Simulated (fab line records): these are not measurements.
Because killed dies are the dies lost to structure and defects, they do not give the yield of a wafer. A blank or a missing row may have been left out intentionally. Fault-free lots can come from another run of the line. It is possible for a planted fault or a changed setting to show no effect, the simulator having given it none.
Matching of chambers :: flow nand_harc :: 4 sister chambers for NHARC_A_ZERO_WELL_DESCUM_12 on rie_diel-12
The step chemistry O2, time 3 s. 20 wafers are shown with their chamber, then 10 later ones without.

WAFERS WITH THEIR CHAMBER
wafer: L842.1
chamber: 0
drypump_motor_current_A (A): 5.7
oes_product_au (a.u.): 0.996
rf_vpp_V (V): 58.1

wafer: L842.3
chamber: 3
drypump_motor_current_A (A): 5.8
oes_product_au (a.u.): 0.991
rf_vpp_V (V): 57.0

wafer: L842.6
chamber: 2
drypump_motor_current_A (A): 5.6
oes_product_au (a.u.): 1.013
rf_vpp_V (V): 59.9

wafer: L844.1
chamber: 2
drypump_motor_current_A (A): 5.6
oes_product_au (a.u.): 1.013
rf_vpp_V (V): 56.9

wafer: L844.3
chamber: 1
drypump_motor_current_A (A): 5.7
oes_product_au (a.u.): 0.997
rf_vpp_V (V): 58.4

wafer: L844.5
chamber: 0
drypump_motor_current_A (A): 5.8
oes_product_au (a.u.): 0.992
rf_vpp_V (V): 56.7

wafer: L845.2
chamber: 3
drypump_motor_current_A (A): 5.8
oes_product_au (a.u.): 0.981
rf_vpp_V (V): 58.3

wafer: L845.3
chamber: 0
drypump_motor_current_A (A): 5.8
oes_product_au (a.u.): 1.000
rf_vpp_V (V): 55.8

wafer: L845.5
chamber: 0
drypump_motor_current_A (A): 5.8
oes_product_au (a.u.): 1.000
rf_vpp_V (V): 57.8

wafer: L846.2
chamber: 2
drypump_motor_current_A (A): 5.5
oes_product_au (a.u.): 1.005
rf_vpp_V (V): 57.6

wafer: L846.3
chamber: 3
drypump_motor_current_A (A): 5.8
oes_product_au (a.u.): 0.982
rf_vpp_V (V): 58.9

wafer: L846.5
chamber: 0
drypump_motor_current_A (A): 5.8
oes_product_au (a.u.): 1.003
rf_vpp_V (V): 58.4

wafer: L847.3
chamber: 2
drypump_motor_current_A (A): 5.6
oes_product_au (a.u.): 1.008
rf_vpp_V (V): 56.6

wafer: L847.5
chamber: 3
drypump_motor_current_A (A): 5.8
oes_product_au (a.u.): 0.990
rf_vpp_V (V): 57.7

wafer: L847.6
chamber: 2
drypump_motor_current_A (A): 5.5
oes_product_au (a.u.): 0.999
rf_vpp_V (V): 57.0

wafer: L848.1
chamber: 2
drypump_motor_current_A (A): 5.6
oes_product_au (a.u.): 1.006
rf_vpp_V (V): 55.5

wafer: L848.4
chamber: 3
drypump_motor_current_A (A): 5.8
oes_product_au (a.u.): 0.999
rf_vpp_V (V): 58.0

wafer: L848.6
chamber: 0
drypump_motor_current_A (A): 5.7
oes_product_au (a.u.): 1.003
rf_vpp_V (V): 58.0

wafer: L849.1
chamber: 0
drypump_motor_current_A (A): 5.8
oes_product_au (a.u.): 0.988
rf_vpp_V (V): 57.7

wafer: L849.2
chamber: 2
drypump_motor_current_A (A): 5.6
oes_product_au (a.u.): 1.003
rf_vpp_V (V): 59.1

SIGNATURES, as means of the wafers listed above
reading: drypump_motor_current_A
chamber 0: 5.771
chamber 1: 5.700
chamber 2: 5.571
chamber 3: 5.800
scatter within a chamber: 0.0423

reading: oes_product_au
chamber 0: 0.99743
chamber 1: 0.99700
chamber 2: 1.00671
chamber 3: 0.98860
scatter within a chamber: 0.00597

reading: rf_vpp_V
chamber 0: 57.500
chamber 1: 58.400
chamber 2: 57.514
chamber 3: 57.980
scatter within a chamber: 1.14
Rule: a wafer's distance from a chamber is the root of the sum, over the readings, of the square of ((its reading less the chamber's mean) divided by the reading's scatter). The wafer belongs to the nearest chamber; if the next one is less than 2 further off, it can't be placed. The scatter: take each reading less its chamber's mean, square it, sum over the shown wafers, divide by the number of wafers less the number of chambers, and take the root.

WAFERS MISSING THEIR CHAMBER
wafer: L849.5
drypump_motor_current_A (A): 5.5
oes_product_au (a.u.): 1.012
rf_vpp_V (V): 58.0

wafer: L854.3
drypump_motor_current_A (A): 5.8
oes_product_au (a.u.): 0.991
rf_vpp_V (V): 57.5

wafer: L854.5
drypump_motor_current_A (A): 5.6
oes_product_au (a.u.): 1.026
rf_vpp_V (V): 57.9

wafer: L854.6
drypump_motor_current_A (A): 5.8
oes_product_au (a.u.): 0.993
rf_vpp_V (V): 56.9

wafer: L855.1
drypump_motor_current_A (A): 5.8
oes_product_au (a.u.): 0.989
rf_vpp_V (V): 58.9

wafer: L855.3
drypump_motor_current_A (A): 5.8
oes_product_au (a.u.): 0.987
rf_vpp_V (V): 58.5

wafer: L855.6
drypump_motor_current_A (A): 5.8
oes_product_au (a.u.): 0.984
rf_vpp_V (V): 59.2

wafer: L856.4
drypump_motor_current_A (A): 5.8
oes_product_au (a.u.): 0.989
rf_vpp_V (V): 57.6

wafer: L856.5
drypump_motor_current_A (A): 5.7
oes_product_au (a.u.): 1.024
rf_vpp_V (V): 56.9

wafer: L856.6
drypump_motor_current_A (A): 5.6
oes_product_au (a.u.): 1.000
rf_vpp_V (V): 57.7

WHICH CHAMBER EACH WENT THROUGH
wafer: L849.5
from the rows above: 2
in truth: 2

wafer: L854.3
from the rows above: can't be placed: 3 or 0
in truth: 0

wafer: L854.5
from the rows above: 2
in truth: 2

wafer: L854.6
from the rows above: can't be placed: 0 or 3 or 1
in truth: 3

wafer: L855.1
from the rows above: can't be placed: 3 or 0 or 1
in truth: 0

wafer: L855.3
from the rows above: can't be placed: 3 or 0
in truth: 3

wafer: L855.6
from the rows above: can't be placed: 3 or 0 or 1
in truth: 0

wafer: L856.4
from the rows above: can't be placed: 3 or 0
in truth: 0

wafer: L856.5
from the rows above: can't be placed: 2 or 1 or 0
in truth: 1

wafer: L856.6
from the rows above: can't be placed: 2 or 1
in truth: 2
Correctly placed: 2 of 10. Cannot be placed on the basis of these rows: 8; the candidates contain the true chamber in 8. Wrongly placed: 0.
